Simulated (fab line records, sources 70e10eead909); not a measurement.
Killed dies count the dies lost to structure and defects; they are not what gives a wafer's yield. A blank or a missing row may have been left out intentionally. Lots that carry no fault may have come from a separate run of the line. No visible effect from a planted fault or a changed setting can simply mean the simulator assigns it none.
Problem report in the 8D (eight disciplines) form, filled by code | flow nandHarc | the parts of the form that need people (team, actions taken, sign-off) are left out

1. THE ISSUE
exposureDoseMJCm2 at NHARC_P_M1_EXPOSE_06 reads a mean of 80.11 on 9 wafers of 3 lots; wafers without a fault read 81.82 with a standard deviation of 0.096. That is -18 standard deviations from the usual mean.
The step: exposes mask P M1, target cd 130 nm.
The first sign was on wafer L899.2 at day 14 18:44, on arfiScanner-01. The record holds 33 wafers of 11 lots with a number at this step. By rule, "out" or "out of limits" means more than 4 standard deviations away from the usual mean. Any other wafer with a number is counted as sound.

2. WHAT THIS IS AND IS NOT
question                    | is                     | is not
which readings at this step | exposureDoseMJCm2      | -
which lots                  | L899, L900, L902       | L879, L880, L882, L888, L889, L891, L892, L901
which wafers of those lots  | all that have a number | -
read on which tools         | arfiScanner-01         | arfiScanner-02, arfiScanner-03
when                        | from day 14 18:44      | up to then (21 sound wafers); but 3 sound wafers of L901 came after

3. THE SUSPECTS, EACH WITH WHAT RULES IT OUT
Counting: a tool stays on the suspect list if, at a process step up to the reading, it processed all lots that are out and no sound lot following the first of them.
- arfiScanner-01 at NHARC_P_M1_EXPOSE_06 (exposes mask P M1, target cd 130 nm): kept. It ran every lot that is out, first L899 (day 14 18:44), and no sound lot after that; its last sound lot up to then is L879 (day 6 05:26). On those wafers its own readings are out: exposureDoseMJCm2.
Left after counting: arfiScanner-01 at NHARC_P_M1_EXPOSE_06.

4. THE CAUSE (what the simulator had put in)
Process parameter drift: arfiScanner-01, from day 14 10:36 on, at NHARC_P_M1_EXPOSE_06. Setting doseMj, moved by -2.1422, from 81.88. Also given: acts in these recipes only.
Only this tool survived the counting.

5. SEQUENCE OF EFFECTS, ordered by route
Rows list readings where the struck wafers' mean (over those with a number) sits beyond 3 standard deviations from the usual. Only readings for which the record gives a usual standard deviation are gone through. hours: the time from each lot's start at the first step in this table that gives one to its start at this step, as a median over the lots. sigmas: the change in usual standard deviations.
hours | step                 | reading           | usual | on struck wafers | change | sigmas
0     | NHARC_P_M1_EXPOSE_06 | exposureDoseMJCm2 | 81.82 | 80.11            | -1.71  | -18
Here are the process steps it includes:
- NHARC_P_M1_EXPOSE_06: exposes mask P M1, target cd 130 nm.
Later steps that measure or inspect, where all struck wafers having a row at the step show a number for every such reading and not one has moved that far: NHARC_END_SORT_01.

6. WHAT WOULD HAVE CAUGHT IT SOONER
In this record no reading fell out of limits until day 14 18:44, 8 hours after the fault had begun at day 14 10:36.
